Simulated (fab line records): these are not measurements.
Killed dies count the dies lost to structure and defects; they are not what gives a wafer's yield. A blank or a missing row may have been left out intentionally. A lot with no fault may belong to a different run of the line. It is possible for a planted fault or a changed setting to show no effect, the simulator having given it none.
Chamber matching + flow n5_finfet + 3 sister chambers for N5_BEOL_M7_PECVD_70 on pecvd-03
The step deposits SiO2 from TEOS/O2, target thk 20 nm, time 22.7 s. 3 wafers are shown with their chamber, then 9 later ones without.

WAFERS PAIRED WITH THEIR CHAMBERS
| wafer  | chamber | showerhead_plenum_p_Torr (Torr) |
|--------|---------|---------------------------------|
| L081.3 | 2       | 8.83                            |
| L089.4 | 0       | 8.74                            |
| L089.5 | 1       | 8.70                            |

WAFERS WITH NO CHAMBER GIVEN
| wafer  | showerhead_plenum_p_Torr (Torr) |
|--------|---------------------------------|
| L091.1 | 8.73                            |
| L091.2 | 8.72                            |
| L091.4 | 8.70                            |
| L096.1 | 8.83                            |
| L096.3 | 8.83                            |
| L096.4 | 8.70                            |
| L097.2 | 8.71                            |
| L097.4 | 8.81                            |
| L097.6 | 8.72                            |

CHAMBER TAKEN BY EACH
| wafer  | from the rows above     | in truth |
|--------|-------------------------|----------|
| L091.1 | can't be placed: 0 or 1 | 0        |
| L091.2 | can't be placed: 0 or 1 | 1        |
| L091.4 | 1                       | 1        |
| L096.1 | 2                       | 2        |
| L096.3 | 2                       | 2        |
| L096.4 | 1                       | 1        |
| L097.2 | can't be placed: 1 or 0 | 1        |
| L097.4 | 2                       | 2        |
| L097.6 | can't be placed: 0 or 1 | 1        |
Correctly placed: 5 of 9. Cannot be placed on the basis of these rows: 4; the candidates contain the true chamber in 4. Placed wrongly: 0.
How it was worked out, from the rows above alone: a wafer's distance from a chamber is the root of the sum, over the readings, of the square of ((its reading less the chamber's mean) divided by the reading's scatter). The wafer belongs to the nearest chamber; if the next one is less than 2 further off, it can't be placed. A chamber's mean is the mean of its shown wafers. The scatter (one wafer shown for each chamber): square how far every hidden wafer sits from the nearest shown wafer, average those squares and take the square root.
